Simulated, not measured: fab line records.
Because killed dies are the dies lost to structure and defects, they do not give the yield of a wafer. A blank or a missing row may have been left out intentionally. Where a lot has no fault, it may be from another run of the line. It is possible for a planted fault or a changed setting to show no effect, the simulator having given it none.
fab line records    flow n5-finfet    part 2 of 2: steps 5 to 6 of 6
[record] lots = 22  wafers = 66  last-day = 17
route steps=1938 shown MOL_CONTACT_COAG@528
lots that met no fault: taken from a fault-free run of the same line
start-h: hours from the record's opening day to when the first of the lot's shown wafers began    wait-h: time in hours since the lot's previous step    " repeats the value in the row above    L1.1+2: a row that stands for several wafers    - value missing, or start not given    * or withheld: withheld    < > ~ a bound
route shown NAME@n: NAME is a module with steps in the file, n the number in the route of the first one    usual: the fault-free wafers' mean and standard deviation    same: alike in all rows    chamber/n: place in a boat    sites: the reading at each site    _std_site: standard deviation of those values    _edge_site: inner sites' mean taken away from outer sites' mean    radius-mm: how far each site lies from the wafer's centre    mask NAME#n: copy n    behind: tool/chamber where the wafer was last shaped    hold: why the lot went on hold/how many hours it stayed there/how the hold came to an end    device: which transistor (n, p or np) failed to switch    end of line: tests run on the same wafers once the route is complete    where a step has no rows: the recipe by itself    killed: the dies lost at the first sort to structure and to defects; this is not the yield of the wafer    map: shows each die of a wafer: x if killed, . if not, _ if none is there
set.NAME: the setting the step ran with; set.NAME@STEP: the setting that earlier step ran with    model.NAME: the simulator's own value behind a step, which no gauge read
route steps across a sampled set of lots; one table per step, one row per wafer
services: a tool's chamber out of use, with start hour (start-h, from the record's first day; less than 0 if before it), hours out, and reason
[[steps]]
[step N5_MOL_CONTACT_COAG_ETCHBACK_135]
[recipe] chemistry = CHF3  target = SiO2  target-depth-a = 250  time-s = 16.7  ion-energy-ev = 200  pressure-mtorr = 30  source-w = 610  bias-w = 170  Ar_flow_sccm = 200  CHF3_flow_sccm = 50
[usual] drypump-motor-current-A = 5.55/0.29  oes-product-au = 0.78/0.082  rf-vpp-V = 523/17  showerhead-plenum-p-Torr = 2.34/0.064  throttle-valve-pct = 18.75/0.24
lot.wafer  tool         chamber  start-h  wait-h  drypump-motor-current-A  oes-product-au  rf-hours-counter-h  rf-vpp-V  showerhead-plenum-p-Torr  throttle-valve-pct
L074.3     rie-diel-03  3        101.11   0.0     5.87                     0.76            137                 512       2.37                      18.53
L074.4     "            1        "        "       5.21                     0.83            86                  537       2.29                      18.47
L074.5     "            0        "        "       5.09                     0.71            -                   532       2.46                      18.64
L075.1     rie-diel-03  0        110.15   0.0     5.08                     0.70            213                 531       2.46                      18.63
L075.2     "            2        "        "       5.71                     0.93            21                  544       2.43                      18.50
L075.3     "            1        "        "       5.21                     0.82            89                  537       2.29                      18.50
L076.2     rie-diel-02  3        113.34   0.0     5.76                     0.69            248                 536       2.35                      19.03
L076.3     "            2        "        "       5.68                     0.73            186                 512       2.34                      18.75
L076.6     "            3        "        "       5.76                     0.69            -                   537       2.35                      19.00
L077.1     rie-diel-02  0        119.71   0.0     5.71                     0.73            190                 493       2.26                      18.82
L077.3     "            2        "        "       5.71                     0.72            189                 512       2.34                      18.76
L077.6     "            0        "        "       5.72                     0.72            -                   491       2.26                      18.82
L078.1     rie-diel-06  1        120.32   0.0     5.42                     0.94            16                  522       2.43                      18.58
L078.5     "            2        "        "       5.55                     0.88            -                   512       2.42                      18.62
L078.6     "            1        "        "       5.40                     0.94            -                   520       2.43                      18.58
L079.3     rie-diel-02  1        130.15   0.0     5.22                     0.78            111                 544       2.32                      19.26
L079.4     "            0        "        "       5.68                     0.73            -                   493       2.25                      18.83
L079.5     "            1        "        "       5.24                     0.77            -                   543       2.32                      19.26
L080.2     rie-diel-02  2        133.52   0.0     5.65                     0.72            196                 512       2.33                      18.78
L080.4     "            0        "        "       5.69                     0.72            -                   492       2.25                      18.83
L080.6     "            1        "        "       5.18                     0.77            -                   544       2.32                      19.25
L081.2     rie-diel-06  2        138.58   0.0     5.54                     0.86            62                  511       2.42                      18.63
L081.3     "            1        "        "       5.41                     0.92            21                  522       2.43                      18.60
L081.4     "            0        "        "       6.04                     0.89            21                  525       2.31                      18.37
L082.2     rie-diel-06  0        148.75   0.0     6.00                     0.87            26                  523       2.31                      18.38
L082.3     "            1        "        "       5.41                     0.93            25                  523       2.43                      18.61
L082.6     "            0        "        "       6.04                     0.87            -                   523       2.31                      18.38
L083.1     rie-diel-03  1        153.11   0.0     5.22                     0.80            103                 537       2.29                      18.52
L083.4     "            0        "        "       5.11                     0.70            228                 533       2.45                      18.66
L083.5     "            3        "        "       5.90                     0.74            -                   511       2.36                      18.56
L085.2     rie-diel-03  1        165.21   0.0     5.23                     0.80            106                 537       2.29                      18.51
L085.3     "            2        "        "       5.72                     0.89            39                  546       2.43                      18.53
L085.6     "            1        "        "       5.23                     0.81            -                   536       2.29                      18.52
L086.1     rie-diel-02  0        176.33   0.0     5.68                     0.70            212                 491       2.25                      18.87
L086.3     "            1        "        "       5.23                     0.75            131                 541       2.32                      19.29
L086.4     "            2        "        "       5.70                     0.70            213                 511       2.33                      18.81
L087.1     rie-diel-02  0        181.78   0.0     5.68                     0.71            215                 492       2.25                      18.85
L087.2     "            1        "        "       5.25                     0.76            133                 543       2.32                      19.29
L087.3     "            3        "        "       5.72                     0.95            12                  536       2.34                      18.64
L088.1     rie-diel-03  0        184.87   0.0     5.10                     0.69            240                 531       2.45                      18.67
L088.4     "            1        "        "       5.24                     0.79            114                 538       2.28                      18.55
L088.5     "            0        "        "       5.09                     0.69            -                   532       2.45                      18.69
L089.2     rie-diel-02  0        193.18   0.0     5.72                     0.71            219                 491       2.25                      18.88
L089.5     "            1        "        "       5.21                     0.76            -                   542       2.31                      19.31
L089.6     "            0        "        "       5.70                     0.71            -                   490       2.25                      18.88
L090.2     rie-diel-03  0        193.52   0.0     5.09                     0.68            244                 532       2.45                      18.68
L090.3     "            3        "        "       5.89                     0.72            171                 510       2.35                      18.59
L090.5     "            0        "        "       5.08                     0.69            -                   532       2.45                      18.67
L091.1     rie-diel-03  2        200.89   0.0     5.70                     0.88            54                  544       2.42                      18.55
L091.3     "            1        "        "       5.21                     0.79            122                 536       2.28                      18.55
L091.5     "            0        "        "       5.09                     0.69            -                   532       2.45                      18.69
L092.2     rie-diel-02  0        211.40   0.0     5.67                     0.70            226                 492       2.24                      18.89
L092.4     "            1        "        "       5.23                     0.75            142                 542       2.31                      19.30
L092.5     "            0        "        "       5.68                     0.69            -                   490       2.24                      18.89
L093.3     rie-diel-02  2        212.05   0.0     5.69                     0.70            227                 514       2.32                      18.83
L093.5     "            2        "        "       5.73                     0.70            -                   512       2.32                      18.82
L093.6     "            3        "        "       5.74                     0.92            -                   537       2.34                      18.67
L094.2     rie-diel-06  0        216.29   0.0     6.00                     0.84            47                  525       2.30                      18.42
L094.4     "            1        "        "       5.42                     0.88            46                  521       2.42                      18.65
L094.6     "            2        "        "       5.55                     0.84            -                   511       2.41                      18.66
L095.1     rie-diel-03  1        226.22   0.0     5.24                     0.78            133                 537       2.28                      18.58
L095.2     "            3        "        "       5.95                     0.71            185                 514       2.35                      18.61
L095.4     "            3        "        "       5.93                     0.72            -                   511       2.35                      18.61
L097.2     rie-diel-03  1        235.49   0.0     5.25                     0.78            138                 537       2.28                      18.58
L097.5     "            3        "        "       5.90                     0.71            -                   512       2.35                      18.61
L097.6     "            1        "        "       5.24                     0.77            -                   535       2.28                      18.58
[step N5_MOL_CONTACT_COAG_ETCH_66]
[recipe] chemistry = CF4  target = SiARC  target-depth-a = 130  mask-material = CAR-EUV  time-s = 21.7  ion-energy-ev = 80  pressure-mtorr = 40  source-w = 545  bias-w = 36  Ar_flow_sccm = 100  cf4-flow-sccm = 100  ends = cleared
[usual] drypump-motor-current-A = 5.6/0.3  etch-rf-on-time-s = 22.1/0.67  oes-product-au = 0.66/0.067  rf-vpp-V = 183.8/1.1  showerhead-plenum-p-Torr = 2.12/0.055  throttle-valve-pct = 15.60/0.2
lot.wafer  tool         chamber  start-h  wait-h  drypump-motor-current-A  etch-rf-on-time-s  oes-product-au  rf-hours-counter-h  rf-vpp-V  showerhead-plenum-p-Torr  throttle-valve-pct
L074.3     rie-diel-02  2        102.42   0.0     5.7                      20.9               0.64            181                 185.1     2.12                      15.77
L074.4     "            1        "        "       5.2                      21.7               0.67            101                 182.8     2.08                      15.99
L074.5     "            3        "        "       5.8                      21.7               0.60            -                   185.9     2.11                      15.86
L075.1     rie-diel-02  1        111.03   0.0     5.2                      21.8               0.67            103                 182.6     2.08                      15.99
L075.2     "            2        "        "       5.7                      21.2               0.63            184                 183.9     2.12                      15.79
L075.3     "            0        "        "       5.7                      22.5               0.63            186                 182.2     2.05                      15.81
L076.2     rie-diel-03  0        114.70   0.0     5.1                      21.5               0.60            215                 184.9     2.21                      15.57
L076.3     "            3        "        "       5.9                      23.0               0.63            141                 182.7     2.13                      15.45
L076.6     "            1        "        "       5.2                      22.3               0.69            -                   183.7     2.07                      15.42
L077.1     rie-diel-02  2        120.57   0.0     5.7                      21.2               0.63            189                 185.1     2.12                      15.79
L077.3     "            0        "        "       5.7                      22.3               0.63            191                 182.3     2.05                      15.82
L077.6     "            0        "        "       5.7                      22.3               0.63            -                   183.4     2.05                      15.82
L078.1     rie-diel-03  3        121.42   0.0     5.9                      23.1               0.62            143                 184.3     2.12                      15.44
L078.5     "            0        "        "       5.1                      21.8               0.60            -                   185.2     2.21                      15.58
L078.6     "            1        "        "       5.2                      22.5               0.69            -                   182.2     2.07                      15.45
L079.3     rie-diel-03  2        131.14   0.0     5.7                      22.6               0.77            29                  184.3     2.19                      15.40
L079.4     "            3        "        "       5.9                      22.9               0.62            148                 183.4     2.12                      15.45
L079.5     "            3        "        "       5.9                      22.9               0.63            -                   184.0     2.12                      15.47
L080.2     rie-diel-03  1        134.51   0.0     5.2                      22.5               0.69            97                  184.0     2.07                      15.45
L080.4     "            3        "        "       5.9                      22.8               0.63            149                 184.3     2.12                      15.46
L080.6     "            3        "        "       5.9                      22.7               0.63            -                   184.1     2.12                      15.46
L081.2     rie-diel-06  0        139.83   0.0     6.0                      23.2               0.75            22                  184.3     2.09                      15.28
L081.3     "            2        "        "       5.5                      21.2               0.74            63                  184.3     2.18                      15.48
L081.4     "            1        "        "       5.4                      21.3               0.79            22                  184.3     2.18                      15.40
L082.2     rie-diel-02  1        149.61   0.0     5.2                      21.8               0.65            121                 182.9     2.08                      16.02
L082.3     "            2        "        "       5.7                      21.3               0.62            204                 183.5     2.12                      15.82
L082.6     "            3        "        "       5.8                      21.2               0.84            -                   183.8     2.11                      15.38
L083.1     rie-diel-06  0        154.36   0.0     6.0                      22.7               0.74            29                  182.5     2.08                      15.33
L083.4     "            1        "        "       5.4                      21.0               0.79            28                  183.3     2.18                      15.44
L083.5     "            0        "        "       6.0                      22.6               0.75            -                   183.0     2.08                      15.30
L085.2     rie-diel-03  0        166.20   0.0     5.1                      21.2               0.60            232                 182.9     2.20                      15.61
L085.3     "            1        "        "       5.2                      22.3               0.69            107                 181.9     2.06                      15.47
L085.6     "            3        "        "       5.9                      22.8               0.62            -                   185.3     2.12                      15.49
L086.1     rie-diel-02  1        178.10   0.0     5.2                      21.6               0.64            131                 181.7     2.08                      16.04
L086.3     "            2        "        "       5.7                      21.3               0.61            214                 184.7     2.11                      15.85
L086.4     "            0        "        "       5.7                      22.4               0.61            213                 184.2     2.04                      15.84
L087.1     rie-diel-03  2        184.69   0.0     5.7                      22.9               0.74            47                  184.3     2.19                      15.44
L087.2     "            3        "        "       5.9                      23.1               0.61            167                 184.0     2.12                      15.50
L087.3     "            0        "        "       5.1                      21.1               0.60            240                 185.2     2.20                      15.61
L088.1     rie-diel-03  3        186.52   0.0     5.9                      23.0               0.61            168                 184.3     2.12                      15.50
L088.4     "            0        "        "       5.1                      21.4               0.59            241                 185.3     2.20                      15.63
L088.5     "            3        "        "       5.9                      23.2               0.61            -                   186.4     2.12                      15.50
L089.2     rie-diel-03  2        194.17   0.0     5.7                      22.5               0.74            51                  184.9     2.19                      15.46
L089.5     "            2        "        "       5.7                      22.9               0.73            -                   182.4     2.19                      15.43
L089.6     "            3        "        "       5.9                      23.0               0.61            -                   184.2     2.12                      15.50
L090.2     rie-diel-03  2        194.38   0.0     5.7                      22.7               0.74            51                  184.5     2.19                      15.45
L090.3     "            1        "        "       5.2                      22.4               0.67            119                 184.0     2.06                      15.48
L090.5     "            1        "        "       5.3                      22.5               0.67            -                   182.6     2.06                      15.50
L091.1     rie-diel-03  0        201.90   0.0     5.1                      21.3               0.59            247                 183.6     2.20                      15.61
L091.3     "            2        "        "       5.7                      22.7               0.73            55                  184.3     2.18                      15.44
L091.5     "            1        "        "       5.2                      22.6               0.67            -                   182.7     2.06                      15.49
L092.2     rie-diel-02  0        212.39   0.0     5.7                      22.9               0.60            226                 183.4     2.03                      15.89
L092.4     "            3        "        "       5.8                      21.4               0.77            23                  185.0     2.10                      15.44
L092.5     "            2        "        "       5.7                      21.7               0.60            -                   183.8     2.11                      15.85
L093.3     rie-diel-06  0        212.91   0.0     6.0                      22.8               0.72            46                  185.2     2.08                      15.34
L093.5     "            3        "        "       5.9                      22.1               0.59            -                   183.8     2.04                      15.90
L093.6     "            0        "        "       6.0                      22.8               0.72            -                   184.0     2.08                      15.34
L094.2     rie-diel-06  2        217.70   0.0     5.5                      21.2               0.72            86                  184.1     2.17                      15.55
L094.4     "            3        "        "       5.9                      22.1               0.58            227                 183.0     2.03                      15.92
L094.6     "            3        "        "       5.9                      21.9               0.59            -                   182.7     2.03                      15.91
L095.1     rie-diel-03  1        227.08   0.0     5.2                      22.5               0.66            134                 182.2     2.05                      15.53
L095.2     "            3        "        "       5.9                      22.9               0.60            185                 184.0     2.11                      15.53
L095.4     "            3        "        "       5.9                      23.0               0.60            -                   182.9     2.11                      15.52
L097.2     rie-diel-03  3        236.72   0.0     5.9                      22.9               0.60            190                 183.7     2.11                      15.53
L097.5     "            1        "        "       5.2                      22.2               0.66            -                   182.1     2.05                      15.52
L097.6     "            2        "        "       5.7                      23.1               0.71            -                   185.6     2.18                      15.46
[[services]]
tool         chamber  start-h  hours  kind
rie-diel-06  1        65.46    -      clean
rie-diel-06  1        65.46    -      consumable-replace:focus-ring
rie-diel-06  1        65.46    16.3   scheduled-down
rie-diel-06  1        65.46    16.3   vent-cycle
rie-diel-02  0        68.45    6.2    repair
rie-diel-02  -        91.15    2.8    pm
rie-diel-06  0        91.22    16.7   repair
rie-diel-02  1        112.26   2.7    repair
rie-diel-02  3        116.22   -      clean
rie-diel-02  3        116.22   -      consumable-replace:focus-ring
rie-diel-02  3        116.22   31.6   scheduled-down
rie-diel-02  3        116.22   31.6   vent-cycle
rie-diel-06  3        143.16   8.3    repair
rie-diel-06  -        174.34   14.6   pm
rie-diel-02  -        198.01   0.6    repair
rie-diel-02  1        204.08   6.8    repair
rie-diel-03  0        211.06   -      clean
rie-diel-03  0        211.06   -      consumable-replace:focus-ring
rie-diel-03  0        211.06   26.7   scheduled-down
rie-diel-03  0        211.06   26.7   vent-cycle
rie-diel-02  -        223.96   2.3    repair
rie-diel-03  2        228.06   8.4    repair
rie-diel-06  2        235.93   8.0    repair
